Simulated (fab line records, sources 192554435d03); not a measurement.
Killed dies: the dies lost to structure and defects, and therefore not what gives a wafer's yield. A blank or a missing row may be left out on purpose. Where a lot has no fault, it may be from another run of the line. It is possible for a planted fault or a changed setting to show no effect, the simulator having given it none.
The tool behind it: which one? / flow n5Finfet / 72 wafers from 24 lots sampled at 3 of the route's 1938 steps

## WHAT THE GAUGES SHOWED, per wafer
N5_BEOL_M13_CD_MEAS_28: the cd target is 209.5 nm.
lot=L074; measured=day 10 08:02; on=cdSem-02; cdNm (nm)=208.7 209.9 211.1
lot=L076; measured=day 10 14:11; on=cdSem-01; cdNm (nm)=209.3 207.9 208.9
lot=L075; measured=day 10 16:19; on=cdSem-02; cdNm (nm)=210.9 209.4 209.5
lot=L077; measured=day 10 20:55; on=cdSem-01; cdNm (nm)=209.7 210.5 208.5
lot=L078; measured=day 11 00:28; on=cdSem-01; cdNm (nm)=208.2 207.3 208.0
lot=L079; measured=day 11 06:25; on=cdSem-03; cdNm (nm)=209.8 209.6 208.4
lot=L080; measured=day 11 08:04; on=cdSem-03; cdNm (nm)=208.7 208.6 207.9
lot=L082; measured=day 11 12:08; on=cdSem-02; cdNm (nm)=208.8 209.2 209.3
lot=L081; measured=day 11 17:56; on=cdSem-01; cdNm (nm)=208.4 209.9 210.8
lot=L083; measured=day 11 19:26; on=cdSem-02; cdNm (nm)=207.6 208.8 207.9
lot=L084; measured=day 12 02:39; on=cdSem-02; cdNm (nm)=210.4 207.7 207.9
lot=L088; measured=day 15 11:50; on=cdSem-02; cdNm (nm)=209.7 207.4 209.6
lot=L095; measured=day 16 01:26; on=cdSem-01; cdNm (nm)=208.9 208.8 208.3
lot=L094; measured=day 16 03:08; on=cdSem-03; cdNm (nm)=210.2 211.2 212.2
lot=L090; measured=day 16 03:52; on=cdSem-02; cdNm (nm)=209.7 209.2 210.6
lot=L085; measured=day 16 09:05; on=cdSem-01; cdNm (nm)=211.3 209.5 208.4
lot=L089; measured=day 16 20:59; on=cdSem-03; cdNm (nm)=208.4 206.8 206.9
lot=L092; measured=day 16 23:00; on=cdSem-02; cdNm (nm)=210.1 211.0 210.0
lot=L091; measured=day 16 23:19; on=cdSem-01; cdNm (nm)=208.7 208.6 209.8
lot=L093; measured=day 17 14:41; on=cdSem-03; cdNm (nm)=207.4 207.2 208.0
lot=L087; measured=day 17 15:02; on=cdSem-03; cdNm (nm)=207.9 208.0 208.4
lot=L096; measured=day 17 16:11; on=cdSem-02; cdNm (nm)=208.5 207.8 207.7
lot=L086; measured=day 18 06:25; on=cdSem-01; cdNm (nm)=208.8 209.9 207.4
lot=L097; measured=day 18 05:51; on=cdSem-02; cdNm (nm)=207.5 209.8 208.5

## EACH LOT AND THE TOOL THAT RAN IT (in order: tool; ch and the chambers of the sampled wafers; start)
lot=L074; N5_BEOL_M12_ETCH_68=rieDiel-04 ch 0,1, day 10 04:20; N5_BEOL_M12_SPUTTER_43=pvdSputter-01, day 10 05:25
lot=L076; N5_BEOL_M12_ETCH_68=rieDiel-03 ch 1,2,3, day 10 10:28; N5_BEOL_M12_SPUTTER_43=pvdSputter-03, day 10 11:15
lot=L075; N5_BEOL_M12_ETCH_68=rieDiel-03 ch 1,2,3, day 10 12:44; N5_BEOL_M12_SPUTTER_43=pvdSputter-01, day 10 13:30
lot=L077; N5_BEOL_M12_ETCH_68=rieDiel-03 ch 1,2, day 10 17:00; N5_BEOL_M12_SPUTTER_43=pvdSputter-02, day 10 17:44
lot=L078; N5_BEOL_M12_ETCH_68=rieDiel-02 ch 1,2,3, day 10 20:38; N5_BEOL_M12_SPUTTER_43=pvdSputter-02, day 10 21:31
lot=L079; N5_BEOL_M12_ETCH_68=rieDiel-02 ch 1,3, day 11 02:49; N5_BEOL_M12_SPUTTER_43=pvdSputter-01, day 11 03:41
lot=L080; N5_BEOL_M12_ETCH_68=rieDiel-02 ch 0,2,3, day 11 04:26; N5_BEOL_M12_SPUTTER_43=pvdSputter-01, day 11 05:15
lot=L082; N5_BEOL_M12_ETCH_68=rieDiel-04 ch 0,2,3, day 11 08:34; N5_BEOL_M12_SPUTTER_43=pvdSputter-03, day 11 09:32
lot=L081; N5_BEOL_M12_ETCH_68=rieDiel-04 ch 1,3, day 11 11:01; N5_BEOL_M12_SPUTTER_43=pvdSputter-01, day 11 13:56
lot=L083; N5_BEOL_M12_ETCH_68=rieDiel-04 ch 1,2,3, day 11 12:37; N5_BEOL_M12_SPUTTER_43=pvdSputter-03, day 11 14:34
lot=L084; N5_BEOL_M12_ETCH_68=rieDiel-03 ch 0,2,3, day 11 22:49; N5_BEOL_M12_SPUTTER_43=pvdSputter-03, day 11 23:45
lot=L088; N5_BEOL_M12_ETCH_68=rieDiel-04 ch 0,3, day 15 07:56; N5_BEOL_M12_SPUTTER_43=pvdSputter-01, day 15 09:13
lot=L095; N5_BEOL_M12_ETCH_68=rieDiel-02 ch 0,3, day 15 21:11; N5_BEOL_M12_SPUTTER_43=pvdSputter-03, day 15 22:34
lot=L094; N5_BEOL_M12_ETCH_68=rieDiel-03 ch 1,2,3, day 15 23:30; N5_BEOL_M12_SPUTTER_43=pvdSputter-01, day 16 00:25
lot=L090; N5_BEOL_M12_ETCH_68=rieDiel-03 ch 1,3, day 16 00:17; N5_BEOL_M12_SPUTTER_43=pvdSputter-01, day 16 01:01
lot=L085; N5_BEOL_M12_ETCH_68=rieDiel-02 ch 0,2,3, day 16 00:34; N5_BEOL_M12_SPUTTER_43=pvdSputter-02, day 16 06:21
lot=L089; N5_BEOL_M12_ETCH_68=rieDiel-04 ch 1,2,3, day 16 15:10; N5_BEOL_M12_SPUTTER_43=pvdSputter-02, day 16 18:05
lot=L092; N5_BEOL_M12_ETCH_68=rieDiel-02 ch 1,2,3, day 16 15:38; N5_BEOL_M12_SPUTTER_43=pvdSputter-03, day 16 20:03
lot=L091; N5_BEOL_M12_ETCH_68=rieDiel-04 ch 0,1,2, day 16 17:49; N5_BEOL_M12_SPUTTER_43=pvdSputter-03, day 16 20:29
lot=L093; N5_BEOL_M12_ETCH_68=rieDiel-02 ch 1,2, day 17 06:52; N5_BEOL_M12_SPUTTER_43=pvdSputter-03, day 17 11:58
lot=L087; N5_BEOL_M12_ETCH_68=rieDiel-04 ch 0,1,3, day 17 08:53; N5_BEOL_M12_SPUTTER_43=pvdSputter-01, day 17 12:19
lot=L096; N5_BEOL_M12_ETCH_68=rieDiel-03 ch 1,2, day 17 09:18; N5_BEOL_M12_SPUTTER_43=pvdSputter-01, day 17 12:48
lot=L086; N5_BEOL_M12_ETCH_68=rieDiel-03 ch 0,1,3, day 17 22:15; N5_BEOL_M12_SPUTTER_43=pvdSputter-02, day 18 03:41
lot=L097; N5_BEOL_M12_ETCH_68=rieDiel-03 ch 0,1,3, day 17 23:08; N5_BEOL_M12_SPUTTER_43=pvdSputter-01, day 18 02:52
- N5_BEOL_M12_ETCH_68: etches SOC in N2/H2, time 285 s.
- N5_BEOL_M12_SPUTTER_43: material TaN, target thk 15 nm, time 24.19 s.

## WHAT THE TOOLS THEMSELVES READ (means of the sampled wafers that have a number; where no wafer has one, the mark that the record gives instead)
N5_BEOL_M12_ETCH_68.
lot=L074; tool=rieDiel-04; drypumpMotorCurrentA (A)=6.3; oesProductAu (a.u.)=0.88; rfFwdPowerW (W)=2983; rfVppV (V)=524.1; showerheadPlenumPTorr (Torr)=2.55; throttleValvePct (%)=17.59
lot=L076; tool=rieDiel-03; drypumpMotorCurrentA (A)=5.5; oesProductAu (a.u.)=0.77; rfFwdPowerW (W)=2995; rfVppV (V)=524.9; showerheadPlenumPTorr (Torr)=2.59; throttleValvePct (%)=17.81
lot=L075; tool=rieDiel-03; drypumpMotorCurrentA (A)=5.5; oesProductAu (a.u.)=0.78; rfFwdPowerW (W)=2990; rfVppV (V)=524.9; showerheadPlenumPTorr (Torr)=2.59; throttleValvePct (%)=17.81
lot=L077; tool=rieDiel-03; drypumpMotorCurrentA (A)=5.6; oesProductAu (a.u.)=0.77; rfFwdPowerW (W)=2989; rfVppV (V)=524.6; showerheadPlenumPTorr (Torr)=2.55; throttleValvePct (%)=17.91
lot=L078; tool=rieDiel-02; drypumpMotorCurrentA (A)=6.2; oesProductAu (a.u.)=0.83; rfFwdPowerW (W)=2989; rfVppV (V)=526.6; showerheadPlenumPTorr (Torr)=2.65; throttleValvePct (%)=17.70
lot=L079; tool=rieDiel-02; drypumpMotorCurrentA (A)=6.3; oesProductAu (a.u.)=0.86; rfFwdPowerW (W)=2996; rfVppV (V)=525.8; showerheadPlenumPTorr (Torr)=2.63; throttleValvePct (%)=17.79
lot=L080; tool=rieDiel-02; drypumpMotorCurrentA (A)=6.2; oesProductAu (a.u.)=0.78; rfFwdPowerW (W)=2997; rfVppV (V)=523.7; showerheadPlenumPTorr (Torr)=2.55; throttleValvePct (%)=17.86
lot=L082; tool=rieDiel-04; drypumpMotorCurrentA (A)=6.0; oesProductAu (a.u.)=0.81; rfFwdPowerW (W)=2986; rfVppV (V)=521.4; showerheadPlenumPTorr (Torr)=2.45; throttleValvePct (%)=17.65
lot=L081; tool=rieDiel-04; drypumpMotorCurrentA (A)=6.0; oesProductAu (a.u.)=0.85; rfFwdPowerW (W)=2985; rfVppV (V)=523.9; showerheadPlenumPTorr (Torr)=2.54; throttleValvePct (%)=17.60
lot=L083; tool=rieDiel-04; drypumpMotorCurrentA (A)=6.0; oesProductAu (a.u.)=0.81; rfFwdPowerW (W)=2989; rfVppV (V)=521.9; showerheadPlenumPTorr (Torr)=2.48; throttleValvePct (%)=17.76
lot=L084; tool=rieDiel-03; drypumpMotorCurrentA (A)=5.4; oesProductAu (a.u.)=0.83; rfFwdPowerW (W)=2990; rfVppV (V)=526.7; showerheadPlenumPTorr (Torr)=2.64; throttleValvePct (%)=17.72
lot=L088; tool=rieDiel-04; drypumpMotorCurrentA (A)=5.6; oesProductAu (a.u.)=0.84; rfFwdPowerW (W)=2989; rfVppV (V)=521.4; showerheadPlenumPTorr (Torr)=2.46; throttleValvePct (%)=17.42
lot=L095; tool=rieDiel-02; drypumpMotorCurrentA (A)=6.4; oesProductAu (a.u.)=0.73; rfFwdPowerW (W)=2986; rfVppV (V)=521.5; showerheadPlenumPTorr (Torr)=2.47; throttleValvePct (%)=18.05
lot=L094; tool=rieDiel-03; drypumpMotorCurrentA (A)=5.5; oesProductAu (a.u.)=0.82; rfFwdPowerW (W)=2993; rfVppV (V)=525.2; showerheadPlenumPTorr (Torr)=2.58; throttleValvePct (%)=17.75
lot=L090; tool=rieDiel-03; drypumpMotorCurrentA (A)=5.6; oesProductAu (a.u.)=0.77; rfFwdPowerW (W)=2992; rfVppV (V)=525.3; showerheadPlenumPTorr (Torr)=2.63; throttleValvePct (%)=17.71
lot=L085; tool=rieDiel-02; drypumpMotorCurrentA (A)=6.2; oesProductAu (a.u.)=0.74; rfFwdPowerW (W)=2999; rfVppV (V)=523.5; showerheadPlenumPTorr (Torr)=2.54; throttleValvePct (%)=17.93
lot=L089; tool=rieDiel-04; drypumpMotorCurrentA (A)=6.0; oesProductAu (a.u.)=0.86; rfFwdPowerW (W)=2996; rfVppV (V)=525.7; showerheadPlenumPTorr (Torr)=2.57; throttleValvePct (%)=17.69
lot=L092; tool=rieDiel-02; drypumpMotorCurrentA (A)=6.2; oesProductAu (a.u.)=0.78; rfFwdPowerW (W)=2985; rfVppV (V)=526.3; showerheadPlenumPTorr (Torr)=2.63; throttleValvePct (%)=17.79
lot=L091; tool=rieDiel-04; drypumpMotorCurrentA (A)=6.3; oesProductAu (a.u.)=0.87; rfFwdPowerW (W)=2996; rfVppV (V)=525.1; showerheadPlenumPTorr (Torr)=2.58; throttleValvePct (%)=17.69
lot=L093; tool=rieDiel-02; drypumpMotorCurrentA (A)=6.1; oesProductAu (a.u.)=0.75; rfFwdPowerW (W)=2994; rfVppV (V)=525.9; showerheadPlenumPTorr (Torr)=2.64; throttleValvePct (%)=17.71
lot=L087; tool=rieDiel-04; drypumpMotorCurrentA (A)=6.0; oesProductAu (a.u.)=0.82; rfFwdPowerW (W)=2983; rfVppV (V)=522.6; showerheadPlenumPTorr (Torr)=2.49; throttleValvePct (%)=17.56
lot=L096; tool=rieDiel-03; drypumpMotorCurrentA (A)=5.4; oesProductAu (a.u.)=0.85; rfFwdPowerW (W)=2999; rfVppV (V)=523.4; showerheadPlenumPTorr (Torr)=2.52; throttleValvePct (%)=17.78
lot=L086; tool=rieDiel-03; drypumpMotorCurrentA (A)=5.7; oesProductAu (a.u.)=0.80; rfFwdPowerW (W)=2990; rfVppV (V)=526.3; showerheadPlenumPTorr (Torr)=2.63; throttleValvePct (%)=17.73
lot=L097; tool=rieDiel-03; drypumpMotorCurrentA (A)=5.7; oesProductAu (a.u.)=0.80; rfFwdPowerW (W)=2994; rfVppV (V)=527.0; showerheadPlenumPTorr (Torr)=2.63; throttleValvePct (%)=17.74

N5_BEOL_M12_SPUTTER_43.
lot=L074; tool=pvdSputter-01; throttleValvePct (%)=30.7
lot=L076; tool=pvdSputter-03; throttleValvePct (%)=29.5
lot=L075; tool=pvdSputter-01; throttleValvePct (%)=30.1
lot=L077; tool=pvdSputter-02; throttleValvePct (%)=28.7
lot=L078; tool=pvdSputter-02; throttleValvePct (%)=29.6
lot=L079; tool=pvdSputter-01; throttleValvePct (%)=30.2
lot=L080; tool=pvdSputter-01; throttleValvePct (%)=30.6
lot=L082; tool=pvdSputter-03; throttleValvePct (%)=29.5
lot=L081; tool=pvdSputter-01; throttleValvePct (%)=30.1
lot=L083; tool=pvdSputter-03; throttleValvePct (%)=29.5
lot=L084; tool=pvdSputter-03; throttleValvePct (%)=30.2
lot=L088; tool=pvdSputter-01; throttleValvePct (%)=30.0
lot=L095; tool=pvdSputter-03; throttleValvePct (%)=29.6
lot=L094; tool=pvdSputter-01; throttleValvePct (%)=30.3
lot=L090; tool=pvdSputter-01; throttleValvePct (%)=30.0
lot=L085; tool=pvdSputter-02; throttleValvePct (%)=29.2
lot=L089; tool=pvdSputter-02; throttleValvePct (%)=29.9
lot=L092; tool=pvdSputter-03; throttleValvePct (%)=30.1
lot=L091; tool=pvdSputter-03; throttleValvePct (%)=29.4
lot=L093; tool=pvdSputter-03; throttleValvePct (%)=31.1
lot=L087; tool=pvdSputter-01; throttleValvePct (%)=30.5
lot=L096; tool=pvdSputter-01; throttleValvePct (%)=30.6
lot=L086; tool=pvdSputter-02; throttleValvePct (%)=28.6
lot=L097; tool=pvdSputter-01; throttleValvePct (%)=30.6

## THE ANSWER, worked out from the rows above alone
Rule: usual is defined by the lots themselves. The widest of any qualifying gaps counts: lots, ordered by their means at a reading, are off when they make up no more than a third of the lots, leave a main group of 4 or more, and stand apart from it by 3 or more times the standard deviation of that group's means. If all means in a main group match to the digits the tables above print for the reading, that group is not used. A lot without any number at a reading at which 4 lots or more have one is off too. The other lots that the step has rows for count as sound. First the gauges in route order, then the tools' own readings, where a lot's mean is used as printed above. The first step at which some lot is off is used, and at that step the reading that is off furthest; a lot without a number counts as furthest.
No lot is off at any reading shown: from this, nothing can be told.

## WHAT HAD BEEN PUT IN BY THE SIMULATOR
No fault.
